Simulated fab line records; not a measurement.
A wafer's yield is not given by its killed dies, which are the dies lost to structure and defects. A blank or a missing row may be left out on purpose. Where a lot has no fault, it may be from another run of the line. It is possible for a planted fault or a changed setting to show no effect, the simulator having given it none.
fab line records -- flow n5-finfet -- part 2 of 2: steps 21 to 29 of 29
[record] lots = 5, wafers = 15, last-day = 18
route steps=1938 shown MOL_CONTACT_COAG@567
lots untouched by any fault: they come from a run of this same line in which no faults occurred
start-h: the number of hours between the record's first day and the start of the first shown wafer of the lot -- wait-h: hours elapsed since this lot's preceding step -- " identical to the entry in the row above -- L1.1+2: one row covering several wafers at once -- - no value present, or no start provided -- * or withheld: withheld -- < > ~ a bound
route shown NAME@n: names a module that has steps shown in the file, with the first one's number in the route -- usual: mean/standard deviation taken from wafers without a fault -- same: alike in all rows -- chamber/n: place in a boat -- sites: readings site by site -- _std_site: standard deviation across them -- _edge_site: the outer-site mean with the inner-site mean subtracted -- radius-mm: for every site, how far away it sits from the centre of the wafer -- mask NAME#n: copy n -- behind: the most recent tool/chamber to have shaped the wafer -- hold: why the lot went on hold/how many hours it stayed there/how the hold came to an end -- device: which transistor (n, p or np) failed to switch -- end of line: tests run on the same wafers once the route is complete -- a step given without rows: its recipe and nothing more -- killed: count of dies lost to structure and defects at first sort (not the wafer's yield) -- map: shows each die of a wafer: x if killed, . if not, _ if none is there
set.NAME: the setting as run; set.NAME@STEP: as run at that earlier step -- model.NAME: the simulator's own value behind a step, which no gauge read
a table for each step, a row for each wafer; lots at some steps of the route
services: the hour from which a tool's chamber was out of use, counted from the record's first day as start-h (under 0 if before that day), plus the number of hours and why
[[steps]]
[step N5_MOL_CONTACT_COAG_STRIP_96]
[recipe] chemistry = N2/H2, power-w = 500, temp-c = 40, pressure-mtorr = 50, rf-frequency-hz = 6e+07, overash-fraction = 0.3, bias-power-w = 28, h2-frac = 0.5, n2-flow-sccm = 300, h2-flow-sccm = 300
[usual] drypump-motor-current-A = 5.8/0.43, oes-product-au = 0.78/0.094, rf-vpp-V = 121.9/1.3, showerhead-plenum-p-Torr = 3.38/0.13, throttle-valve-pct = 18.9/0.36
lot.wafer,tool,chamber,start-h,wait-h,drypump-motor-current-A,oes-product-au,rf-hours-counter-h,rf-vpp-V,showerhead-plenum-p-Torr,throttle-valve-pct
L074.1,rie-diel-03,2,98.87,0.0,5.9,0.71,209,121.9,3.18,18.4
L074.2,rie-diel-03,1,98.87,0.0,5.8,0.97,0,123.8,3.46,19.3
L074.3,rie-diel-03,3,98.87,0.0,5.5,0.68,249,122.5,3.28,19.1
L079.1,rie-diel-04,2,130.55,0.0,5.5,0.74,164,119.6,3.23,18.9
L079.2,rie-diel-04,1,130.55,0.0,6.1,0.87,44,123.0,3.42,18.6
L079.5,rie-diel-04,1,130.55,0.0,6.1,0.87,-,121.1,3.42,18.6
L087.1,rie-diel-04,1,180.68,0.0,6.1,0.86,61,120.1,3.42,18.6
L087.3,rie-diel-04,2,180.68,0.0,5.5,0.73,181,120.4,3.22,18.9
L087.4,rie-diel-04,2,180.68,0.0,5.5,0.71,-,121.7,3.22,18.9
L090.1,rie-diel-05,3,197.76,0.0,5.7,0.69,223,122.4,3.31,18.7
L090.3,rie-diel-05,1,197.76,0.0,5.6,0.70,213,120.6,3.19,18.8
L090.5,rie-diel-05,1,197.76,0.0,5.6,0.70,-,122.2,3.19,18.8
L097.1,rie-diel-03,1,240.77,0.0,5.7,0.83,56,122.0,3.43,19.4
L097.3,rie-diel-03,3,240.77,0.0,5.5,0.89,36,121.3,3.26,18.7
L097.5,rie-diel-03,3,240.77,0.0,5.5,0.88,-,120.7,3.26,18.7
[step N5_MOL_CONTACT_COAG_ETCH_47]
[recipe] chemistry = CH3F/O2, target = SiNx, target-depth-a = 270, mask-material = SiO2, stop-on = W, over-etch-frac = 0.2, ion-energy-ev = 120, endpoint = OES-CN, pressure-mtorr = 30, source-w = 395, bias-w = 73, Ar_flow_sccm = 150, CH3F_flow_sccm = 30, O2_flow_sccm = 20, ends = end-point
[usual] CH3F_flow_sccm = 30.00/0.084, bias-w = 73.00/0.22, drypump-motor-current-A = 5.8/0.43, etch-rf-on-time-s = 31.2/0.48, oes-product-au = 0.70/0.083, rf-vpp-V = 298/6.1, showerhead-plenum-p-Torr = 2.01/0.08, throttle-valve-pct = 16.32/0.27
lot.wafer,tool,chamber,start-h,wait-h,CH3F_flow_sccm,bias-w,drypump-motor-current-A,etch-rf-on-time-s,oes-product-au,rf-hours-counter-h,rf-vpp-V,showerhead-plenum-p-Torr,throttle-valve-pct
L074.1,rie-diel-03,2,98.91,0.0,29.91,73.29,5.9,32.1,0.63,209,289,1.90,16.29
L074.2,rie-diel-03,1,98.91,0.0,29.94,73.06,5.8,31.2,0.86,0,302,2.03,16.18
L074.3,rie-diel-03,3,98.91,0.0,29.99,72.90,5.5,31.7,0.60,249,286,1.97,16.74
L079.1,rie-diel-04,2,130.59,0.0,29.95,73.02,5.4,30.9,0.66,164,309,1.91,16.27
L079.2,rie-diel-04,1,130.59,0.0,30.08,73.12,6.1,30.3,0.79,44,302,2.03,16.09
L079.5,rie-diel-04,1,130.59,0.0,30.01,73.23,6.1,30.1,0.79,-,299,2.03,16.09
L087.1,rie-diel-04,1,180.72,0.0,29.91,73.07,6.1,30.7,0.77,61,300,2.03,16.14
L087.3,rie-diel-04,2,180.72,0.0,30.05,72.99,5.5,31.5,0.65,181,308,1.91,16.33
L087.4,rie-diel-04,2,180.72,0.0,29.94,73.28,5.5,31.5,0.64,-,307,1.91,16.31
L090.1,rie-diel-05,3,197.80,0.0,30.12,72.98,5.7,31.3,0.62,223,301,1.97,16.34
L090.3,rie-diel-05,1,197.80,0.0,30.01,72.93,5.6,31.2,0.62,213,302,1.89,16.36
L090.5,rie-diel-05,1,197.80,0.0,30.01,72.89,5.6,31.2,0.62,-,302,1.89,16.36
L097.1,rie-diel-03,1,240.81,0.0,30.02,73.15,5.7,30.9,0.74,56,301,2.01,16.27
L097.3,rie-diel-03,3,240.81,0.0,29.85,73.02,5.5,31.3,0.79,36,286,1.96,16.30
L097.5,rie-diel-03,3,240.81,0.0,29.86,73.40,5.5,31.1,0.79,-,287,1.96,16.32
[step N5_MOL_CONTACT_COAG_STRIP_119]
[recipe] chemistry = N2/H2, time-s = 30, power-w = 1000, temp-c = 250, pressure-mtorr = withheld, n2-flow-sccm = 1750, h2-flow-sccm = 3250
[usual] drypump-motor-current-A = 5.6/0.39, heater-power-w = 331/35
lot.wafer,tool,chamber,start-h,wait-h,drypump-motor-current-A,heater-power-w,rf-hours-counter-h
L074.1,plasma-asher-02,1,98.99,0.1,5.0,311,39
L074.2,plasma-asher-02,0,98.99,0.1,5.9,392,39
L074.3,plasma-asher-02,1,98.99,0.1,5.0,314,-
L079.1,plasma-asher-02,0,130.67,0.1,5.9,384,44
L079.2,plasma-asher-02,1,130.67,0.1,5.0,313,44
L079.5,plasma-asher-02,0,130.67,0.1,5.9,383,-
L087.1,plasma-asher-01,0,180.80,0.1,5.7,292,113
L087.3,plasma-asher-01,1,180.80,0.1,5.9,325,-
L087.4,plasma-asher-01,0,180.80,0.1,5.7,298,-
L090.1,plasma-asher-01,1,197.89,0.1,5.9,324,117
L090.3,plasma-asher-01,1,197.89,0.1,5.8,324,-
L090.5,plasma-asher-01,0,197.89,0.1,5.7,297,-
L097.1,plasma-asher-02,0,240.90,0.1,5.9,393,65
L097.3,plasma-asher-02,0,240.90,0.1,5.9,388,-
L097.5,plasma-asher-02,0,240.90,0.1,5.9,385,-
[step N5_MOL_CONTACT_COAG_PRECLEAN_144]
[recipe] chemistry = alkaline-clean, temp-c = 60, time-s = 60, do-ppb = 50
[usual] bath-guard-temp-C = 59.9/0.68
lot.wafer,tool,chamber,start-h,wait-h,bath-guard-temp-C
L074.1,wet-bench-04,0,99.08,0.1,61.1
L074.2,wet-bench-04,1,99.08,0.1,60.6
L074.3,wet-bench-04,7,99.08,0.1,59.3
L079.1,wet-bench-04,4,130.76,0.1,59.3
L079.2,wet-bench-04,6,130.76,0.1,59.7
L079.5,wet-bench-04,5,130.76,0.1,59.2
L087.1,wet-bench-05,0,180.89,0.1,59.6
L087.3,wet-bench-05,7,180.89,0.1,61.0
L087.4,wet-bench-05,2,180.89,0.1,59.5
L090.1,wet-bench-06,1,197.98,0.1,60.5
L090.3,wet-bench-06,6,197.98,0.1,59.5
L090.5,wet-bench-06,7,197.98,0.1,60.7
L097.1,wet-bench-05,3,240.99,0.1,59.7
L097.3,wet-bench-05,7,240.99,0.1,60.6
L097.5,wet-bench-05,2,240.99,0.1,59.6
[step N5_MOL_CONTACT_COAG_SRD_145]
[recipe] dry = ipa-marangoni, time-s = 30, temp-c = 23, rinse-liquid = diw
lot.wafer,tool,chamber,start-h,wait-h
L074.1+2+3,wet-bench-04,"0,1,7",99.10,0.0
L079.1+2+5,wet-bench-04,"4,6,5",130.78,0.0
L087.1+3+4,wet-bench-05,"0,7,2",180.91,0.0
L090.1+3+5,wet-bench-06,"1,6,7",197.99,0.0
L097.1+3+5,wet-bench-05,"3,7,2",241.01,0.0
[step N5_MOL_CONTACT_COAG_CD_MEAS_137]
[recipe] target-cd-nm = 16
[usual] cd-nm = 15.9/0.35
lot.wafer,tool,chamber,start-h,wait-h,cd-nm
L074.1,cd-sem-03,-,99.14,0.0,15.6
L074.2,cd-sem-03,-,99.14,0.0,16.1
L074.3,cd-sem-03,-,99.14,0.0,15.7
L079.1,cd-sem-03,-,130.82,0.0,15.6
L079.2,cd-sem-03,-,130.82,0.0,15.8
L079.5,cd-sem-03,-,130.82,0.0,16.5
L087.1,cd-sem-03,-,180.95,0.0,15.7
L087.3,cd-sem-03,-,180.95,0.0,16.2
L087.4,cd-sem-03,-,180.95,0.0,15.4
L090.1,cd-sem-01,-,198.03,0.0,15.3
L090.3,cd-sem-01,-,198.03,0.0,16.0
L090.5,cd-sem-01,-,198.03,0.0,16.2
L097.1,cd-sem-01,-,241.05,0.0,16.3
L097.3,cd-sem-01,-,241.05,0.0,16.9
L097.5,cd-sem-01,-,241.05,0.0,16.3
[step N5_MOL_CONTACT_COAG_COAT_62]
[recipe] resist = SOC, temp-c = 250, time-s = 60, spin-rpm = 1500, resist-thk-nm = 60
lot.wafer,tool,chamber,start-h,wait-h
L074.1+2+3,litho-track-03,0,99.18,0.0
L079.1+2+5,litho-track-02,0,130.85,0.0
L087.1+3+4,litho-track-03,0,180.99,0.0
L090.1+3+5,litho-track-01,0,198.07,0.0
L097.1+3+5,litho-track-01,0,241.09,0.0
[step N5_MOL_CONTACT_COAG_COAT_63]
[recipe] resist = SiARC, temp-c = 220, time-s = 60, spin-rpm = 1500, resist-thk-nm = 10
lot.wafer,tool,chamber,start-h,wait-h
L074.1+2+3,litho-track-03,0,-,-
L079.1+2+5,litho-track-02,0,-,-
L087.1+3+4,litho-track-03,0,-,-
L090.1+3+5,litho-track-01,0,-,-
L097.1+3+5,litho-track-01,0,-,-
[step N5_MOL_CONTACT_COAG_COAT_64]
[recipe] resist = underlayer, temp-c = 205, time-s = 60, spin-rpm = 1500, resist-thk-nm = 10
lot.wafer,tool,chamber,start-h,wait-h
L074.1+2+3,litho-track-03,0,-,-
L079.1+2+5,litho-track-02,0,-,-
L087.1+3+4,litho-track-03,0,-,-
L090.1+3+5,litho-track-01,0,-,-
L097.1+3+5,litho-track-01,0,-,-
[[services]]
tool,chamber,start-h,hours,kind
euv-scanner-02,-,78.21,1.0,pm
euv-scanner-01,-,89.61,1.0,pm
euv-scanner-02,-,90.70,0.7,repair
rie-diel-05,2,91.55,11.1,repair
plasma-asher-01,-,105.82,1.8,repair
euv-scanner-01,-,105.96,0.6,repair
wet-bench-04,-,117.12,0.8,repair
rie-diel-03,-,118.04,2.8,pm
rie-diel-04,2,122.02,1.8,repair
euv-scanner-02,-,123.30,23.0,repair
euv-scanner-01,-,123.63,2.7,repair
ald-sin-03,-,130.20,1.2,repair
ald-sin-01,0,144.35,15.5,repair
euv-scanner-01,-,157.61,1.0,pm
euv-scanner-01,-,158.92,4.6,pm
rie-diel-05,0,166.50,3.8,repair
rie-diel-05,3,168.28,4.5,repair
wet-bench-05,-,192.57,0.7,repair
rie-diel-03,3,197.84,8.7,repair
euv-scanner-01,-,201.91,1.0,pm
plasma-asher-02,-,205.69,1.0,repair
euv-scanner-01,-,207.21,12.0,pm
rie-diel-03,3,214.28,5.1,repair
plasma-asher-02,-,233.27,2.8,pm
